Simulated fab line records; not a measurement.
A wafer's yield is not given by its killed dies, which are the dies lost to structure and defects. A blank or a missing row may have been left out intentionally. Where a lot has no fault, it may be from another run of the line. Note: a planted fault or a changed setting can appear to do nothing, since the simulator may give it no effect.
A struck lot beside a sound one ; flow n5_finfet ; 18 steps out of a route of 1938
Sound: these wafers, L221.1, L221.3, L221.5. Wafers struck: L211.3, L211.4, L211.5. The cause is given at the end.
Each step with rows lists, per side, the tool, then ch with its chambers, then its first start. Under that, the readings that differ: sound wafers ; struck wafers ; difference of the means ; sigmas: that difference in standard deviations of wafers without a fault.
alike: same words and numbers on both sides, and readings whose means sit less than 2 such deviations apart. not compared: any withheld reading, any reading some wafer has no value for, any bound like >300 that may hide the same value, and any number with overlapping values for which the record gives no deviation.
Wherever a step has rows on one side only, a row that says differs or no value, or a row with sigmas, the two part there. Numbers that don't overlap but have no deviation are shown without sigmas and don't part them. A reading missing from all wafers of one side parts the sides only when that side holds two or more wafers.

first, 1 step without rows for these wafers: N5_PASSIVATION_STRIP_14 (strips in O2).
N5_PASSIVATION_ETCH_15: etches SiCN in CF4/N2, target depth 75 nm, time 81.2 s.
  sound: rie_diel-06 ch 0,1,2; struck: rie_diel-02 ch 1,2,3
  alike: drypump_motor_current_A, oes_product_au, rf_vpp_V, showerhead_plenum_p_Torr, throttle_valve_pct
  not compared: rf_hours_counter_h
then, 2 steps without rows for these wafers: N5_PASSIVATION_STRIP_73 (strips in post etch residue remover, time 60 s); N5_PASSIVATION_SRD_17 (time 30 s, dry time 30 s).
N5_PASSIVATION_DEGAS_18: time 60 s.
  struck on pvd_sputter-02, day 15 15:32; sound on pvd_sputter-02, day 17 23:59
  alike: heater_power_w, susceptor_temp_C
N5_PASSIVATION_PRE_CLEAN_19:
  struck on pvd_sputter-02, day 15 15:35; sound on pvd_sputter-02, day 18 00:01
  alike: heater_power_w
  not compared: susceptor_temp_C
N5_PASSIVATION_SPUTTER_20: material TaN, target thk 50 nm.
  struck on pvd_sputter-02, day 15 15:37; sound on pvd_sputter-02, day 18 00:04
  alike: susceptor_temp_C, throttle_valve_pct
N5_PASSIVATION_AL_DEP_21: deposits Al, target thk 2800 nm, time 170 s.
  struck on pvd_sputter-02, day 15 15:43; sound on pvd_sputter-02, day 18 00:10
  alike: cathode_dc_power_W, susceptor_temp_C, throttle_valve_pct
then, 4 steps without rows for these wafers: N5_PASSIVATION_HMDS_23 (time 60 s); N5_PASSIVATION_COAT_24; N5_PASSIVATION_EBR_26; N5_PASSIVATION_SOFTBAKE_25 (time 90 s).
N5_PASSIVATION_EXPOSE_27: exposes mask PAD, defocus 0 nm.
  sound on krf_scanner-01 ch 0, day 18 00:28; struck on krf_scanner-02 ch 0, day 15 16:02
reading;sound;struck;difference;sigmas
exposure_dose_mJ_cm2;32.33 32.29 32.27;34.09 34.06 34.05;+1.77;+57
  alike: mask
then, 3 steps without rows for these wafers: N5_PASSIVATION_PEB_28; N5_PASSIVATION_DEVELOP_29 (develop time 60 s); N5_PASSIVATION_HARDBAKE_31 (time 120 s).
N5_PASSIVATION_CD_MEAS_30: the cd target is 4000 nm.
  sound on cd_sem-01 ch 0, day 18 00:38; struck on cd_sem-03 ch 0, day 15 16:12
reading;sound;struck;difference;sigmas
cd_nm (nm);3997.8 4002.9 4005.2;4012.6 4013.0 4009.9;+9.9;+3
N5_PASSIVATION_OVL_MEAS_63:
  sound on overlay-01 ch 0, day 18 00:40; struck on overlay-02 ch 0, day 15 16:14
  alike: PAD_OVL

WHERE THEY PART
First at N5_PASSIVATION_EXPOSE_27; last, within this record, at N5_PASSIVATION_CD_MEAS_30. Later steps at which nothing parts them and some readings are alike: N5_PASSIVATION_OVL_MEAS_63.

WHY: the cause the simulator had injected
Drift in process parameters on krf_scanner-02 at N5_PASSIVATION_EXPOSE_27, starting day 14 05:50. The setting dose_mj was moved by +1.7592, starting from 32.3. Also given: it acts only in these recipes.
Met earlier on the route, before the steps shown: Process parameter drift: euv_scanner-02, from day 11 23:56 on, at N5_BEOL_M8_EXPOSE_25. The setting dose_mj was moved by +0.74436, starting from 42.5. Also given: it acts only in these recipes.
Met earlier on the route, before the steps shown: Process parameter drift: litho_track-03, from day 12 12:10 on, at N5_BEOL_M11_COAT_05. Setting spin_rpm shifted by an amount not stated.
